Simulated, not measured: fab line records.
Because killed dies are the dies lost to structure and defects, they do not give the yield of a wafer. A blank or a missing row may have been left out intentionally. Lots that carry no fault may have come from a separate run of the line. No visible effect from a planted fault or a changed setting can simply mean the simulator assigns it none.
Comparing a struck lot with a sound one ; flow nandHarc ; 14 out of 1159 route steps
Sound: wafers L765.2, L765.4, L765.5. The struck wafers were L785.2, L785.4, L785.5. The cause is given at the end.
For every step that has rows: the tool of each side, followed by ch and its chambers, followed by its first start. Under that, the readings that differ: sound wafers ; struck wafers ; difference of the means ; sigmas: that difference in standard deviations of wafers without a fault.
alike: a reading whose means differ by less than 2 such deviations, as well as words and numbers matching on both sides. not compared: withheld readings; readings where some wafer has no value; bounds like >300 that might hide an equal value; numbers whose values overlap and for which the record gives no deviation.
A row with sigmas, a row that says differs or no value, or rows on one side alone: a step with any of these is where the two part. Numbers that have no deviation but don't overlap get no sigmas and don't part them. A reading that every wafer of one side lacks parts them only if that side has two wafers or more.

first, 1 step without rows for these wafers: NHARC_A_ONON_D1_DEP_03 (target thk 1000 nm).
NHARC_A_ONON_D1_THK_MEAS_05: measures by ellipsometry.
  sound on filmMetro-02, day 8 05:43; struck on filmMetro-01, day 12 15:23
  alike: thkNm
then NHARC_A_ONON_D1_DEP_06 (target thk 1000 nm), 1 step lacking rows for these wafers.
NHARC_A_ONON_D1_THK_MEAS_08: measures by ellipsometry.
  sound on filmMetro-02, day 8 06:18; struck on filmMetro-02, day 12 15:58
  alike: thkNm
then NHARC_A_ONON_D1_DEP_09 (target thk 1000 nm), 1 step lacking rows for these wafers.
NHARC_A_ONON_D1_THK_MEAS_11: measures by ellipsometry.
  sound on filmMetro-02, day 8 06:52; struck on filmMetro-01, day 12 16:32
  alike: thkNm
then NHARC_A_ONON_D1_DEP_12 (target thk 1000 nm), 1 step lacking rows for these wafers.
NHARC_A_ONON_D1_THK_MEAS_14: measures by ellipsometry.
  sound on filmMetro-02, day 8 07:28; struck on filmMetro-02, day 12 17:06
  alike: thkNm
then, 2 steps without rows for these wafers: NHARC_A_ONON_D1_ANNEAL_15 (time 3600 s); NHARC_A_ONON_D1_DEP_16 (target thk 1000 nm).
NHARC_A_ONON_D1_THK_MEAS_18: measures by ellipsometry.
  sound on filmMetro-02, day 8 14:30; struck on filmMetro-01, day 13 00:14
  alike: thkNm
NHARC_A_ONON_D1_DEP_19: target thk 1000 nm.
  sound on pecvdOnon-01 ch 0, day 8 14:37; struck on pecvdOnon-01 ch 0, day 13 00:21
  alike: n2FlowSccm, nh3FlowSccm
NHARC_A_ONON_D1_THK_MEAS_21: measures by ellipsometry.
  sound on filmMetro-02, day 8 15:04; struck on filmMetro-01, day 13 00:59
reading;sound;struck;difference;sigmas
thkNm (nm);1002 1005 1002;1872 1870 1874;+869;+99 or more
  not compared: hold
next, for these wafers, 1 step has no rows: NHARC_END_SORT_01.

== WHERE THEY PART ==
Only at NHARC_A_ONON_D1_THK_MEAS_21, as far as this record shows.

WHY: what the simulator had put in
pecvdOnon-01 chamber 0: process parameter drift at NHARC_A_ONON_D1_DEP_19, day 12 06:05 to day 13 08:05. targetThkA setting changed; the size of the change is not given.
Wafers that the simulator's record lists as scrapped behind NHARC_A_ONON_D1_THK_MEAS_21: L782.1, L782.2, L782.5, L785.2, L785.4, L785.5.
